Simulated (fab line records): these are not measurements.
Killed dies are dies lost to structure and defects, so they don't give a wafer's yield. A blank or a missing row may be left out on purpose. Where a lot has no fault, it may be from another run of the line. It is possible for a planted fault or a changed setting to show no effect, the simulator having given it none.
fab line records	flow nand-harc
record: lots: 7	wafers: 21	last-day: 33
route steps=1302 shown A_CHANNEL_HOLE_D1@467 END@1302
lots that met no fault: from a run of the same line without faults
start-h: hours from the record's opening day to when the first of the lot's shown wafers began	wait-h: time in hours since the lot's previous step	" repeats the value in the row above	L1.1+2: a row that stands for several wafers	- either no value or no given start	* or withheld: withheld	< > ~ a bound
route shown NAME@n: a module of which the file shows steps, and the number in the route of the first	usual: mean/standard deviation taken from wafers without a fault	same: alike in all rows	chamber/n: place in a boat	sites: each site's reading	_std_site: how widely they spread, as a standard deviation	_edge_site: outer sites' mean less inner sites'	radius-mm: for every site, how far away it sits from the centre of the wafer	mask NAME#n: copy n	behind: the tool/chamber that last shaped the wafer	hold: what put the lot on hold/how long, in hours/how the hold closed	device: transistor that didn't switch, given as n, p or np	end of line: the route-end tests of the same wafers	step lacking rows: just its recipe	killed: the dies lost at the first sort to structure and to defects; this is not the yield of the wafer	map: shows each die of a wafer: x if killed, . if not, _ if none is there
set.NAME: the setting as run; set.NAME@STEP: as run at that earlier step	model.NAME: the simulator's own value behind a step, which no gauge read
a table for each step, a row for each wafer; lots at some steps of the route
services: a tool's chamber out of use, with start hour (start-h, from the record's first day; less than 0 if before it), hours out, and reason
== steps ==
step: NHARC_A_CHANNEL_HOLE_D1_ETCH_39
recipe: target-depth-a: 2600	over-etch-frac: 0.3	time-s: 325	ion-energy-ev: 200	n2-flow-sccm: 150	h2-flow-sccm: 150	ar-flow-sccm: 0	rf-w: 400	bias-w: 150	chemistry: N2/H2
step: NHARC_A_CHANNEL_HOLE_D1_ETCH_34
recipe: target-depth-a: 1540	time-s: 77	cf4-flow-sccm: 100	chf3-flow-sccm: 30	ar-flow-sccm: 0	rf-w: 500	bias-w: 200	chemistry: CF4/CHF3
usual: bias-w: 200.0/0.65	cf4-flow-sccm: 99.99/0.29	drypump-motor-current-A: 5.7/0.44	mfc-ar-sccm: 0.008/0.012	oes-product-au: 0.960/0.024	rf-vpp-V: 371.2/2.5	showerhead-plenum-p-Torr: 1.59/0.073	throttle-valve-pct: 16.802/0.0087
lot.wafer	tool	chamber	start-h	wait-h	bias-w	cf4-flow-sccm	drypump-motor-current-A	mfc-ar-sccm	oes-product-au	rf-hours-counter-h	rf-vpp-V	showerhead-plenum-p-Torr	throttle-valve-pct
L950.4	rie-diel-04	2	-	-	200.4	100.20	5.2	0.015	0.984	4	369.0	1.52	16.803
L950.3	"	0	"	"	199.7	99.86	5.8	0	0.969	4	372.3	1.61	16.816
L950.1	"	1	"	"	199.4	100.38	6.4	0.038	0.966	4	373.2	1.65	16.801
L952.1	rie-diel-01	0	-	-	200.8	100.17	5.4	0.012	0.951	13	371.9	1.60	16.809
L952.2	"	3	"	"	201.1	100.14	5.8	0.004	0.973	11	374.9	1.70	16.807
L952.5	"	0	"	"	200.9	100.23	5.4	0.012	0.960	-	371.4	1.60	16.802
L954.1	rie-diel-04	3	-	-	199.9	100.46	5.2	0	0.971	7	373.0	1.66	16.796
L954.3	"	1	"	"	199.5	99.40	6.4	0.038	0.965	8	372.2	1.65	16.822
L954.5	"	3	"	"	199.5	100.06	5.2	0	0.971	-	373.1	1.66	16.798
L956.4	rie-diel-12	0	-	-	199.2	100.08	5.9	0.006	0.952	4	373.2	1.70	16.792
L956.6	"	1	"	"	200.3	99.88	5.8	0.002	0.952	-	372.1	1.64	16.815
L956.5	"	2	"	"	200.4	99.79	6.2	0	0.996	-	367.9	1.52	16.799
L964.4	rie-diel-12	3	-	-	200.2	99.94	5.8	0	0.969	36	366.7	1.46	16.795
L964.5	"	3	"	"	199.4	100.16	5.8	0	0.978	-	366.5	1.46	16.788
L964.6	"	0	"	"	200.9	99.83	5.9	0.006	0.963	-	374.7	1.69	16.802
L965.3	rie-diel-12	2	-	-	200.3	99.78	6.2	0	0.979	48	367.2	1.51	16.793
L965.6	"	2	"	"	200.0	99.85	6.1	0	0.981	-	367.9	1.51	16.797
L965.5	"	3	"	"	200.6	99.97	5.8	0	0.964	-	366.8	1.46	16.796
L967.4	rie-diel-04	3	-	-	199.6	99.89	5.2	0	0.957	3	372.9	1.65	16.790
L967.3	"	1	"	"	200.1	100.23	6.4	0.038	0.941	3	374.8	1.65	16.802
L967.5	"	2	"	"	199.7	99.29	5.1	0.015	0.941	-	367.9	1.51	16.806
step: NHARC_A_CHANNEL_HOLE_D1_ETCH_16
recipe: target-depth-a: 31000	over-etch-frac: 0.3	time-s: 806	ion-energy-ev: 150	o2-flow-sccm: 400	cos-flow-sccm: 20	ar-flow-sccm: 0	rf-w: 500	bias-w: 300	chemistry: O2/COS
usual: bias-w: 300.0/0.89	chamber-pressure-mTorr: 19.997/0.017	drypump-motor-current-A: 5.7/0.43	mfc-ar-sccm: 0.008/0.012	oes-product-au: 1.000/0.0096	rf-vpp-V: 314.6/2.1	showerhead-plenum-p-Torr: 3.15/0.15	throttle-valve-pct: 28.331/0.009
lot.wafer	tool	chamber	start-h	wait-h	bias-w	chamber-pressure-mTorr	drypump-motor-current-A	mfc-ar-sccm	oes-product-au	rf-hours-counter-h	rf-vpp-V	showerhead-plenum-p-Torr	throttle-valve-pct
L950.3	rie-diel-04	3	-	-	301.9	19.997	5.2	0	1.007	4	315.7	3.29	28.334
L950.4	"	0	"	"	299.2	20.016	5.8	0	1.008	4	316.2	3.19	28.343
L950.1	"	1	"	"	299.2	19.992	6.4	0.038	0.996	4	316.1	3.28	28.334
L952.1	rie-diel-01	2	-	-	298.9	19.985	5.7	0.017	1.007	11	310.8	2.92	28.343
L952.2	"	0	"	"	300.0	20.077	5.4	0.012	0.984	13	314.6	3.17	28.328
L952.5	"	1	"	"	299.6	19.999	6.4	0	1.013	-	311.2	2.98	28.321
L954.1	rie-diel-04	1	-	-	300.4	19.972	6.5	0.038	0.998	8	316.8	3.28	28.324
L954.3	"	2	"	"	301.0	19.988	5.2	0.015	1.006	8	312.0	3.01	28.338
L954.5	"	0	"	"	298.2	19.988	5.8	0	0.999	-	315.6	3.19	28.317
L956.4	rie-diel-12	2	-	-	300.4	20.013	6.2	0	1.005	6	311.6	3.02	28.329
L956.5	"	1	"	"	299.0	19.975	5.8	0.002	0.985	-	316.2	3.25	28.335
L956.6	"	2	"	"	301.3	20.002	6.2	0	1.007	-	312.2	3.02	28.327
L964.4	rie-diel-12	3	-	-	298.8	19.998	5.8	0	1.005	36	311.2	2.90	28.323
L964.5	"	2	"	"	299.9	20.020	6.2	0	1.009	-	312.1	3.00	28.350
L964.6	"	3	"	"	299.1	20.013	5.8	0	1.002	-	311.1	2.90	28.334
L965.3	rie-diel-12	3	-	-	302.4	19.967	5.8	0	1.009	40	311.6	2.90	28.341
L965.5	"	3	"	"	301.3	19.989	5.8	0	0.999	-	312.8	2.90	28.330
L965.6	"	0	"	"	298.9	19.991	5.9	0.006	0.993	-	316.6	3.35	28.318
L967.4	rie-diel-04	2	-	-	300.3	20.009	5.2	0.015	1.005	3	312.7	3.00	28.339
L967.3	"	3	"	"	300.9	19.956	5.2	0	1.011	4	315.1	3.28	28.324
L967.5	"	2	"	"	300.5	19.994	5.2	0.015	1.001	-	312.6	3.00	28.346
step: NHARC_A_CHANNEL_HOLE_D1_CD_MEAS_18
usual: cd-nm: 99.7/2.1
lot.wafer	tool	chamber	start-h	wait-h	cd-nm
L950.1	cd-sem-03	-	234.25	-	100.4
L950.3	"	-	"	"	99.7
L950.4	"	-	"	"	102.7
L952.1	cd-sem-02	-	260.61	-	99.7
L952.2	"	-	"	"	100.8
L952.5	"	-	"	"	100.7
L954.1	cd-sem-01	-	277.77	-	102.0
L954.3	"	-	"	"	99.7
L954.5	"	-	"	"	99.7
L956.4	cd-sem-02	-	290.15	-	101.8
L956.5	"	-	"	"	100.5
L956.6	"	-	"	"	100.3
L964.4	cd-sem-01	-	364.13	-	96.2
L964.5	"	-	"	"	98.5
L964.6	"	-	"	"	99.6
L965.3	cd-sem-02	-	378.71	-	100.0
L965.5	"	-	"	"	96.9
L965.6	"	-	"	"	97.8
L967.3	cd-sem-01	-	402.35	-	98.0
L967.4	"	-	"	"	100.7
L967.5	"	-	"	"	102.6
step: NHARC_A_CHANNEL_HOLE_D1_ETCH_19
recipe: bias-v: 1200	source-w: 2500	pressure-mtorr: 15	time-s: 34.5	ar-flow-sccm: 375	c4f8-flow-sccm: 28.8	o2-flow-sccm: 96.2	temp-c: -20	target-depth-a: *	chemistry: C4F8/O2/Ar
step: NHARC_A_CHANNEL_HOLE_D1_ETCH_20
recipe: bias-v: 3000	source-w: withheld	pressure-mtorr: 20	time-s: 361.9	ar-flow-sccm: 375	c4f8-flow-sccm: 89.3	o2-flow-sccm: 35.7	temp-c: -20	target-depth-a: 16000	chemistry: C4F8/O2/Ar
step: NHARC_A_CHANNEL_HOLE_D1_ETCH_21
recipe: bias-v: 3000	source-w: withheld	pressure-mtorr: 20	time-s: 514.3	ar-flow-sccm: 375	c4f8-flow-sccm: 89.3	o2-flow-sccm: 35.7	temp-c: -20	target-depth-a: 16000	chemistry: C4F8/O2/Ar
usual: c4f8-flow-sccm: 89.29/0.25	chamber-pressure-mTorr: 20.000/0.019	drypump-motor-current-A: 5.67/0.28	mfc-ar-sccm: 375.1/1.1	showerhead-plenum-p-Torr: 3.68/0.03	throttle-valve-pct: 32.154/0.0099
lot.wafer	tool	chamber	start-h	wait-h	c4f8-flow-sccm	chamber-pressure-mTorr	drypump-motor-current-A	mfc-ar-sccm	rf-hours-counter-h	showerhead-plenum-p-Torr	throttle-valve-pct
L950.1	har-etch-02	1	234.83	0.3	89.47	19.991	6.07	374.8	329	3.71	32.152
L950.3	"	0	"	"	89.51	19.998	5.33	375.9	-	3.69	32.155
L950.4	"	1	"	"	88.97	20.019	6.03	375.5	-	3.71	32.154
L952.2	har-etch-01	1	261.11	0.3	89.19	20.009	5.65	373.6	127	3.66	32.150
L952.1	"	0	"	"	89.64	19.983	5.65	374.3	127	3.71	32.179
L952.5	"	0	"	"	89.29	20.013	5.64	372.7	-	3.71	32.162
L954.1	har-etch-02	1	279.47	0.3	89.14	19.994	6.06	374.2	352	3.70	32.130
L954.3	"	1	"	"	89.07	20.025	6.04	374.2	-	3.70	32.151
L954.5	"	1	"	"	89.31	19.966	6.07	376.2	-	3.70	32.152
L956.4	har-etch-02	1	290.86	0.3	89.40	20.009	6.05	374.7	-	3.69	32.144
L956.5	"	0	"	"	89.76	19.991	5.32	373.2	-	3.67	32.136
L956.6	"	1	"	"	89.50	20.007	6.07	373.0	-	3.69	32.148
L964.4	har-etch-02	0	366.81	0.3	89.08	20.006	5.33	375.6	-	3.65	32.152
L964.5	"	0	"	"	89.50	19.992	5.32	376.5	-	3.65	32.161
L964.6	"	1	"	"	89.17	20.024	6.08	374.6	-	3.67	32.156
L965.3	har-etch-01	0	379.42	0.3	89.01	19.985	5.64	375.2	-	3.67	32.148
L965.5	"	1	"	"	89.30	19.996	5.64	373.0	-	3.62	32.147
L965.6	"	0	"	"	89.45	19.986	5.64	375.1	-	3.67	32.162
L967.3	har-etch-02	0	405.16	0.3	89.18	20.012	5.33	376.8	-	3.64	32.138
L967.4	"	1	"	"	88.90	19.993	6.07	375.7	-	3.66	32.154
L967.5	"	0	"	"	89.01	20.006	5.34	376.5	-	3.64	32.162
step: NHARC_A_CHANNEL_HOLE_D1_ETCH_22
recipe: bias-v: 3000	source-w: withheld	pressure-mtorr: 20	time-s: 666.7	ar-flow-sccm: 375	c4f8-flow-sccm: 89.3	o2-flow-sccm: 35.7	temp-c: -20	target-depth-a: 16000	chemistry: C4F8/O2/Ar
usual: c4f8-flow-sccm: 89.35/0.28	chamber-pressure-mTorr: 20.001/0.019	drypump-motor-current-A: 5.67/0.28	mfc-ar-sccm: 375.1/1.2	showerhead-plenum-p-Torr: 3.68/0.03	throttle-valve-pct: 32.154/0.0086
lot.wafer	tool	chamber	start-h	wait-h	c4f8-flow-sccm	chamber-pressure-mTorr	drypump-motor-current-A	mfc-ar-sccm	rf-hours-counter-h	showerhead-plenum-p-Torr	throttle-valve-pct
L950.1	har-etch-02	1	235.29	0.4	88.68	20.018	6.05	374.4	329	3.71	32.149
L950.3	"	0	"	"	88.96	20.001	5.35	372.3	-	3.69	32.153
L950.4	"	1	"	"	88.71	19.972	6.05	375.3	-	3.71	32.150
L952.2	har-etch-01	1	261.56	0.4	89.86	20.017	5.67	375.1	127	3.66	32.160
L952.1	"	0	"	"	89.53	20.035	5.66	374.8	127	3.71	32.160
L952.5	"	0	"	"	89.68	20.016	5.63	374.0	-	3.71	32.158
L954.1	har-etch-02	1	279.93	0.4	88.89	19.970	6.05	373.2	353	3.70	32.165
L954.3	"	1	"	"	89.17	19.998	6.08	374.6	-	3.70	32.147
L954.5	"	1	"	"	89.11	19.988	6.09	374.9	-	3.70	32.143
L956.4	har-etch-02	1	291.36	0.4	89.19	20.000	6.10	375.9	-	3.69	32.148
L956.5	"	0	"	"	89.28	20.006	5.31	376.1	-	3.67	32.174
L956.6	"	1	"	"	89.13	20.018	6.04	376.0	-	3.69	32.159
L964.4	har-etch-02	0	367.29	0.4	89.41	20.015	5.33	376.0	-	3.65	32.156
L964.5	"	0	"	"	89.45	20.012	5.33	375.3	-	3.65	32.159
L964.6	"	1	"	"	89.32	19.992	6.08	373.8	-	3.67	32.152
L965.3	har-etch-01	0	379.92	0.4	89.09	20.002	5.61	374.5	-	3.67	32.156
L965.5	"	1	"	"	89.06	19.965	5.66	375.3	-	3.62	32.159
L965.6	"	0	"	"	89.16	19.995	5.62	376.1	-	3.67	32.145
L967.3	har-etch-02	0	405.64	0.4	89.14	20.034	5.31	373.9	-	3.64	32.156
L967.4	"	1	"	"	89.29	19.993	6.05	374.3	-	3.66	32.154
L967.5	"	0	"	"	89.02	19.980	5.32	373.0	-	3.64	32.154
step: NHARC_A_CHANNEL_HOLE_D1_ETCH_23
recipe: bias-v: 5000	source-w: withheld	pressure-mtorr: 20	time-s: 819	ar-flow-sccm: 375	c4f8-flow-sccm: 89.3	o2-flow-sccm: 35.7	temp-c: -20	target-depth-a: 16000	chemistry: C4F8/O2/Ar
step: NHARC_A_CHANNEL_HOLE_D1_ETCH_24
recipe: bias-v: 5000	source-w: withheld	pressure-mtorr: 20	time-s: 906.2	ar-flow-sccm: 375	c4f8-flow-sccm: 93.8	o2-flow-sccm: 31.2	temp-c: -20	target-depth-a: 15000	chemistry: C4F8/O2/Ar
usual: c4f8-flow-sccm: 93.83/0.28	chamber-pressure-mTorr: 20.000/0.02	drypump-motor-current-A: 5.67/0.28	mfc-ar-sccm: 375.0/1.2	showerhead-plenum-p-Torr: 3.67/0.03	throttle-valve-pct: 32.236/0.0088
lot.wafer	tool	chamber	start-h	wait-h	c4f8-flow-sccm	chamber-pressure-mTorr	drypump-motor-current-A	mfc-ar-sccm	rf-hours-counter-h	showerhead-plenum-p-Torr	throttle-valve-pct
L950.1	har-etch-02	1	236.58	0.6	93.32	20.012	6.02	374.5	331	3.70	32.232
L950.3	"	0	"	"	94.11	20.004	5.34	372.9	-	3.68	32.222
L950.4	"	1	"	"	93.66	20.006	6.08	375.8	-	3.70	32.236
L952.2	har-etch-01	1	262.82	0.6	93.70	19.954	5.66	376.3	129	3.65	32.246
L952.1	"	0	"	"	94.11	19.980	5.64	373.7	129	3.71	32.221
L952.5	"	0	"	"	94.09	20.000	5.64	373.8	-	3.71	32.223
L954.1	har-etch-02	1	281.21	0.6	93.49	19.960	6.07	374.5	354	3.69	32.234
L954.3	"	1	"	"	93.61	20.020	6.04	376.7	-	3.69	32.237
L954.5	"	1	"	"	93.92	19.988	6.06	375.1	-	3.69	32.235
L956.4	har-etch-02	1	292.73	0.6	93.67	20.006	6.05	374.8	-	3.69	32.225
L956.5	"	0	"	"	93.79	19.995	5.34	377.0	-	3.66	32.230
L956.6	"	1	"	"	93.68	19.976	6.08	373.8	-	3.69	32.235
L964.4	har-etch-02	0	368.61	0.6	94.16	19.997	5.34	377.0	-	3.64	32.239
L964.5	"	0	"	"	93.73	19.988	5.34	375.6	-	3.64	32.243
L964.6	"	1	"	"	94.24	19.994	6.05	374.8	-	3.66	32.247
L965.3	har-etch-01	0	381.28	0.6	93.79	20.017	5.66	376.0	-	3.67	32.235
L965.5	"	1	"	"	94.26	20.059	5.66	374.9	-	3.61	32.236
L965.6	"	0	"	"	94.03	20.024	5.63	374.5	-	3.67	32.245
L967.3	har-etch-02	0	406.95	0.6	93.90	19.993	5.31	375.5	-	3.63	32.237
L967.4	"	1	"	"	93.54	19.985	6.08	372.8	-	3.66	32.227
L967.5	"	0	"	"	93.73	20.028	5.32	376.3	-	3.63	32.239
step: NHARC_A_CHANNEL_HOLE_D1_ETCH_25
recipe: bias-v: 5000	source-w: withheld	pressure-mtorr: 20	time-s: 1040.2	ar-flow-sccm: 375	c4f8-flow-sccm: 93.8	o2-flow-sccm: 31.2	temp-c: -20	target-depth-a: 15000	chemistry: C4F8/O2/Ar
step: NHARC_A_CHANNEL_HOLE_D1_ETCH_26
recipe: bias-v: 300	source-w: 2000	pressure-mtorr: 30	time-s: 224.1	ar-flow-sccm: 375	c4f8-flow-sccm: 11.4	o2-flow-sccm: 113.6	temp-c: -20	target-depth-a: 3000	chemistry: C4F8/O2/Ar
step: NHARC_A_CHANNEL_HOLE_D1_ETCH_33
recipe: bias-v: 400	source-w: 2000	pressure-mtorr: 25	time-s: 90	ar-flow-sccm: 375	c4f8-flow-sccm: 41.7	o2-flow-sccm: 83.3	temp-c: -20	target-depth-a: 4000	chemistry: C4F8/O2/Ar
usual: bias-v: 400/3.8	c4f8-flow-sccm: 41.70/0.12	drypump-motor-current-A: 5.67/0.29	mfc-ar-sccm: 375.0/0.99	showerhead-plenum-p-Torr: 3.71/0.031	throttle-valve-pct: 27.619/0.0091
lot.wafer	tool	chamber	start-h	wait-h	bias-v	c4f8-flow-sccm	drypump-motor-current-A	mfc-ar-sccm	rf-hours-counter-h	showerhead-plenum-p-Torr	throttle-valve-pct
L950.1	har-etch-02	1	238.33	0.2	399	41.72	6.10	374.7	332	3.75	27.613
L950.3	"	0	"	"	403	41.87	5.32	374.2	-	3.72	27.617
L950.4	"	1	"	"	399	41.53	6.06	374.4	-	3.75	27.603
L952.2	har-etch-01	1	264.67	0.2	-	-	-	-	-	-	-
L952.1	"	0	"	"	-	-	-	-	-	-	-
L952.5	"	0	"	"	-	-	-	-	-	-	-
L954.1	har-etch-02	1	282.96	0.2	-	-	-	-	-	-	-
L954.3	"	1	"	"	-	-	-	-	-	-	-
L954.5	"	1	"	"	-	-	-	-	-	-	-
L956.4	har-etch-02	1	294.28	0.2	-	-	-	-	-	-	-
L956.5	"	0	"	"	-	-	-	-	-	-	-
L956.6	"	1	"	"	-	-	-	-	-	-	-
L964.4	har-etch-02	0	370.26	0.2	406	41.68	5.33	375.1	-	3.68	27.620
L964.5	"	0	"	"	404	41.58	5.33	375.3	-	3.68	27.626
L964.6	"	1	"	"	398	41.61	6.08	377.4	-	3.71	27.618
L965.3	har-etch-01	0	382.83	0.2	395	41.46	5.62	376.6	-	3.71	27.619
L965.5	"	1	"	"	401	41.66	5.65	374.5	-	3.66	27.634
L965.6	"	0	"	"	399	41.73	5.63	376.1	-	3.71	27.621
L967.3	har-etch-02	0	408.60	0.2	401	41.59	5.31	376.2	-	3.67	27.626
L967.4	"	1	"	"	398	41.77	6.09	375.6	-	3.70	27.621
L967.5	"	0	"	"	402	41.70	5.34	374.2	-	3.67	27.614
step: NHARC_A_CHANNEL_HOLE_D1_STRIP_41
recipe: n2-flow-sccm: 150	h2-flow-sccm: 150	ar-flow-sccm: 0	bias-w: 0	chemistry: N2/H2
step: NHARC_END_SORT_01
recipe: temp-c: 25
usual: killed-at-array: 55/20	killed-at-other: 1.1/1.2	killed-at-periphery: 3.8/2.8	killed-dies: 60/19	killed-open: 3.4/1.9	killed-short: 2.2/1.5
same: gross-dies: 677
lot.wafer	tool	chamber	start-h	wait-h	killed-at-array	killed-at-other	killed-at-periphery	killed-dies	killed-open	killed-short
L952.1	prober-02	0	633.31	2.5	673	4	0	677	3	7
L952.2	prober-02	0	634.11	2.8	676	1	0	677	2	1
L952.5	prober-02	0	636.51	3.7	670	4	3	677	3	2
L954.1	prober-01	0	662.92	2.5	675	1	1	677	4	2
L954.3	prober-01	0	664.51	3.1	675	1	1	677	2	1
L954.5	prober-01	0	666.11	3.7	674	0	3	677	3	1
L956.4	prober-02	0	665.29	3.4	668	4	5	677	1	3
L956.5	prober-02	0	666.09	3.7	667	3	7	677	4	2
L956.6	prober-02	0	666.89	4.0	670	3	4	677	8	1
killed by level:class
L952.1 A_CHANNEL_HOLE_D1:area-etch=642 A_CHANNEL_HOLE_D2:chamber-film-flake=16 A_ONON_D2:geometric-particle:short=2 A_WL_FILL:geometric-particle:short=2 A_STAIRCASE:chamber-film-flake=2 A_CONTACT:chamber-film-flake=2 THIN_TSV:chamber-film-flake=2 A_CHANNEL_FILL_D1:geometric-particle:open=1
L952.2 A_CHANNEL_HOLE_D1:area-etch=649 A_CHANNEL_HOLE_D2:chamber-film-flake=12 A_SLIT:chamber-film-flake=3 A_CONTACT:chamber-film-flake=3 A_ZERO_WELL:chamber-film-flake=2 A_STAIRCASE:chamber-film-flake=2 A_SOURCE_PLATE:geometric-particle:open=1 A_CHANNEL_FILL_D1:geometric-particle:open=1
L952.5 A_CHANNEL_HOLE_D1:area-etch=651 A_CHANNEL_HOLE_D2:chamber-film-flake=12 THIN_TSV:chamber-film-flake=4 P_M0:geometric-particle:open=1 P_M2:geometric-particle:short=1 A_WL_FILL:geometric-particle:open=1 A_WL_FILL:geometric-particle:short=1 A_BLC:geometric-particle:open=1
L954.1 A_CHANNEL_HOLE_D1:area-etch=633 A_SLIT:chamber-film-flake=29 A_CONTACT:chamber-film-flake=3 P_GATE:geometric-particle:open=1 A_ONON_D2:geometric-particle:open=1 A_CONTACT:geometric-particle:short=1 A_CONTACT:geometric-particle:open=1 A_M0:geometric-particle:open=1
L954.3 A_CHANNEL_HOLE_D1:area-etch=630 A_SLIT:chamber-film-flake=33 A_CONTACT:chamber-film-flake=5 A_STAIRCASE:chamber-film-flake=3 A_CHANNEL_FILL_D1:geometric-particle:open=1 A_ONON_D2:geometric-particle:open=1 A_CHANNEL_HOLE_D2:geometric-particle:short=1 P_ZERO_WELL:chamber-film-flake=1
L956.4 A_CHANNEL_HOLE_D1:area-etch=651 A_CONTACT:chamber-film-flake=5 THIN_TSV:chamber-film-flake=4 A_M0:chamber-film-flake=3 A_CHANNEL_HOLE_D1:geometric-particle:short=2 P_STI:chamber-film-flake=2 P_CONTACT:chamber-film-flake=2 A_STAIRCASE:chamber-film-flake=2
L956.5 A_CHANNEL_HOLE_D1:area-etch=640 A_CONTACT:chamber-film-flake=9 P_STI:chamber-film-flake=5 A_STAIRCASE:chamber-film-flake=3 THIN_TSV:chamber-film-flake=3 A_DECK1_JOINT:chamber-film-flake=2 A_CHANNEL_HOLE_D2:chamber-film-flake=2 A_SLIT:chamber-film-flake=2
L954.5 A_CHANNEL_HOLE_D1:area-etch=629 A_SLIT:chamber-film-flake=30 A_CONTACT:chamber-film-flake=6 A_CHANNEL_HOLE_D2:unspecified=3 P_STI:chamber-film-flake=2 P_CONTACT:geometric-particle:open=1 A_SOURCE_PLATE:geometric-particle:open=1 A_CHANNEL_HOLE_D1:geometric-particle:short=1
L956.6 A_CHANNEL_HOLE_D1:area-etch=646 A_CONTACT:chamber-film-flake=8 A_STAIRCASE:chamber-film-flake=3 THIN_TSV:chamber-film-flake=3 A_BLC:geometric-particle:open=2 P_STI:chamber-film-flake=2 A_CHANNEL_HOLE_D2:chamber-film-flake=2 P_CONTACT:geometric-particle:open=1
map L952.1 (x killed, . not)
____________x____________
_________xxxxxxx_________
_______xxxxxxxxxxx_______
______xxxxxxxxxxxxx______
_____xxxxxxxxxxxxxxx_____
____xxxxxxxxxxxxxxxxx____
____xxxxxxxxxxxxxxxxx____
___xxxxxxxxxxxxxxxxxxx___
___xxxxxxxxxxxxxxxxxxx___
__xxxxxxxxxxxxxxxxxxxxx__
__xxxxxxxxxxxxxxxxxxxxx__
_xxxxxxxxxxxxxxxxxxxxxxx_
_xxxxxxxxxxxxxxxxxxxxxxx_
_xxxxxxxxxxxxxxxxxxxxxxx_
_xxxxxxxxxxxxxxxxxxxxxxx_
_xxxxxxxxxxxxxxxxxxxxxxx_
xxxxxxxxxxxxxxxxxxxxxxxxx
xxxxxxxxxxxxxxxxxxxxxxxxx
xxxxxxxxxxxxxxxxxxxxxxxxx
xxxxxxxxxxxxxxxxxxxxxxxxx
xxxxxxxxxxxxxxxxxxxxxxxxx
_xxxxxxxxxxxxxxxxxxxxxxx_
_xxxxxxxxxxxxxxxxxxxxxxx_
_xxxxxxxxxxxxxxxxxxxxxxx_
_xxxxxxxxxxxxxxxxxxxxxxx_
_xxxxxxxxxxxxxxxxxxxxxxx_
__xxxxxxxxxxxxxxxxxxxxx__
__xxxxxxxxxxxxxxxxxxxxx__
___xxxxxxxxxxxxxxxxxxx___
___xxxxxxxxxxxxxxxxxxx___
____xxxxxxxxxxxxxxxxx____
____xxxxxxxxxxxxxxxxx____
_____xxxxxxxxxxxxxxx_____
______xxxxxxxxxxxxx______
_______xxxxxxxxxxx_______
_________xxxxxxx_________
____________x____________
map L954.1 (x killed, . not)
____________x____________
_________xxxxxxx_________
_______xxxxxxxxxxx_______
______xxxxxxxxxxxxx______
_____xxxxxxxxxxxxxxx_____
____xxxxxxxxxxxxxxxxx____
____xxxxxxxxxxxxxxxxx____
___xxxxxxxxxxxxxxxxxxx___
___xxxxxxxxxxxxxxxxxxx___
__xxxxxxxxxxxxxxxxxxxxx__
__xxxxxxxxxxxxxxxxxxxxx__
_xxxxxxxxxxxxxxxxxxxxxxx_
_xxxxxxxxxxxxxxxxxxxxxxx_
_xxxxxxxxxxxxxxxxxxxxxxx_
_xxxxxxxxxxxxxxxxxxxxxxx_
_xxxxxxxxxxxxxxxxxxxxxxx_
xxxxxxxxxxxxxxxxxxxxxxxxx
xxxxxxxxxxxxxxxxxxxxxxxxx
xxxxxxxxxxxxxxxxxxxxxxxxx
xxxxxxxxxxxxxxxxxxxxxxxxx
xxxxxxxxxxxxxxxxxxxxxxxxx
_xxxxxxxxxxxxxxxxxxxxxxx_
_xxxxxxxxxxxxxxxxxxxxxxx_
_xxxxxxxxxxxxxxxxxxxxxxx_
_xxxxxxxxxxxxxxxxxxxxxxx_
_xxxxxxxxxxxxxxxxxxxxxxx_
__xxxxxxxxxxxxxxxxxxxxx__
__xxxxxxxxxxxxxxxxxxxxx__
___xxxxxxxxxxxxxxxxxxx___
___xxxxxxxxxxxxxxxxxxx___
____xxxxxxxxxxxxxxxxx____
____xxxxxxxxxxxxxxxxx____
_____xxxxxxxxxxxxxxx_____
______xxxxxxxxxxxxx______
_______xxxxxxxxxxx_______
_________xxxxxxx_________
____________x____________
== services ==
tool	chamber	start-h	hours	kind
rie-diel-04	0	211.40	-	clean
rie-diel-04	1	211.40	-	clean
rie-diel-04	2	211.40	-	clean
rie-diel-04	3	211.40	-	clean
rie-diel-12	0	223.21	-	clean
rie-diel-12	-	242.81	0.4	repair
rie-diel-04	3	262.61	12.8	repair
rie-diel-12	-	268.49	9.0	pm
rie-diel-01	2	288.57	21.9	repair
rie-diel-04	-	290.35	15.8	repair
rie-diel-01	0	306.25	14.8	repair
rie-diel-04	1	325.86	15.0	repair
rie-diel-04	-	350.92	0.2	repair
rie-diel-04	-	354.90	9.0	pm
rie-diel-01	3	377.64	4.2	repair
har-etch-02	-	378.38	17.0	pm
har-etch-02	0	378.38	17.0	vent-cycle
har-etch-02	1	378.38	17.0	vent-cycle
rie-diel-01	-	381.57	9.0	pm
har-etch-02	0	395.38	-	clean
har-etch-02	0	395.38	-	consumable-replace:focus-ring
har-etch-02	1	395.38	-	clean
har-etch-02	1	395.38	-	consumable-replace:focus-ring
rie-diel-01	0	401.71	7.1	repair
== key ==
first-sign: step: NHARC_A_CHANNEL_HOLE_D1_ETCH_33	reading: tool-record	direction: missing
effect: step: NHARC_END_SORT_01	reading: killed-dies	direction: up	sigmas: 32	usual: 60	struck: 677
more-kills-born-at: NHARC_A_CHANNEL_HOLE_D1_ETCH_33@har-etch-02: 3648	NHARC_A_CHANNEL_HOLE_D1_ETCH_33@har-etch-01: 1932
met-at NHARC_A_CHANNEL_HOLE_D1_ETCH_33
struck-wafers L952.1,L952.2,L952.5,L954.1,L954.3,L954.5,L956.4,L956.5,L956.6
later-rows-left-out L952.1,L952.2,L952.5,L954.1,L954.3,L954.5,L956.4,L956.5,L956.6
tester-left-out L952,L954,L956
onset-between 238.33 264.67
fault: kind: skipped-step-whole	tool: har-etch-01,har-etch-02	chamber: -	onset-h: 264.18	steps: NHARC_A_CHANNEL_HOLE_D1_ETCH_33	scope: struck-lots-only
tester-left-out: of these lots the tester's yield and bins aren't shown, on N5 and GAA mostly nor the transistor test; their killed dies are dies lost to structure and defects alone, not to doping, threshold or leakage, so they don't give the yield
later-rows-left-out: the simulator's readings of these wafers behind a module that went badly wrong aren't trusted and aren't shown, but for the sort
